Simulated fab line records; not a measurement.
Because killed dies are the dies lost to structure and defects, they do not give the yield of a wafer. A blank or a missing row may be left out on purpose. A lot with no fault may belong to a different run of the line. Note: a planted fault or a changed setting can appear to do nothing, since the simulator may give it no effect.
Matching of chambers || flow n5-finfet || N5_GATE_CUT_CMP_23 on cmp-01: 4 sister chambers
The step polishes, stops on SiO2, t overpolish 23.4 s, target thk 16 nm. 4 wafers are shown with their chamber, then 10 later ones without.

## EACH WAFER AND ITS CHAMBER
{"wafer": "L091.1", "chamber": 2, "motor-current-A (A)": 8.4}
{"wafer": "L091.2", "chamber": 0, "motor-current-A (A)": 8.8}
{"wafer": "L092.1", "chamber": 3, "motor-current-A (A)": 8.9}
{"wafer": "L092.3", "chamber": 1, "motor-current-A (A)": 9.0}

## WAFERS WHOSE CHAMBER IS MISSING
{"wafer": "L092.4", "motor-current-A (A)": 8.7}
{"wafer": "L094.1", "motor-current-A (A)": 9.0}
{"wafer": "L094.2", "motor-current-A (A)": 8.6}
{"wafer": "L094.3", "motor-current-A (A)": 9.6}
{"wafer": "L095.2", "motor-current-A (A)": 8.8}
{"wafer": "L095.3", "motor-current-A (A)": 9.1}
{"wafer": "L095.5", "motor-current-A (A)": 7.8}
{"wafer": "L096.2", "motor-current-A (A)": 8.9}
{"wafer": "L096.4", "motor-current-A (A)": 9.3}
{"wafer": "L096.5", "motor-current-A (A)": 8.6}

## EACH ONE'S CHAMBER
{"wafer": "L092.4", "from the rows above": "can't be placed: 0 or 3 or 2 or 1", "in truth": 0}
{"wafer": "L094.1", "from the rows above": "can't be placed: 1 or 3 or 0 or 2", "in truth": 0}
{"wafer": "L094.2", "from the rows above": "can't be placed: 2 or 0 or 3 or 1", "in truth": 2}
{"wafer": "L094.3", "from the rows above": "can't be placed: 1 or 3 or 0 or 2", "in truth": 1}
{"wafer": "L095.2", "from the rows above": "can't be placed: 0 or 3 or 1 or 2", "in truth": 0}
{"wafer": "L095.3", "from the rows above": "can't be placed: 1 or 3 or 0 or 2", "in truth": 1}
{"wafer": "L095.5", "from the rows above": "can't be placed: 2 or 0 or 3 or 1", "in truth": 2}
{"wafer": "L096.2", "from the rows above": "can't be placed: 3 or 0 or 1 or 2", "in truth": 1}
{"wafer": "L096.4", "from the rows above": "can't be placed: 1 or 3 or 0 or 2", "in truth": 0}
{"wafer": "L096.5", "from the rows above": "can't be placed: 2 or 0 or 3 or 1", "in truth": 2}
Correct placement for 0 of the 10. These rows do not allow placing 10 (true chamber among the candidates in 10). Number placed wrongly: 0.
How it was worked out, from the rows above alone: a wafer's distance from a chamber is the root of the sum, over the readings, of the square of ((its reading less the chamber's mean) divided by the reading's scatter). The wafer belongs to the nearest chamber; if the next one is less than 2 further off, it can't be placed. Each chamber's mean is taken over the wafers shown for it. The scatter: with one shown wafer a chamber, the root of the mean of the squares of how far each hidden wafer lies from its nearest shown one.
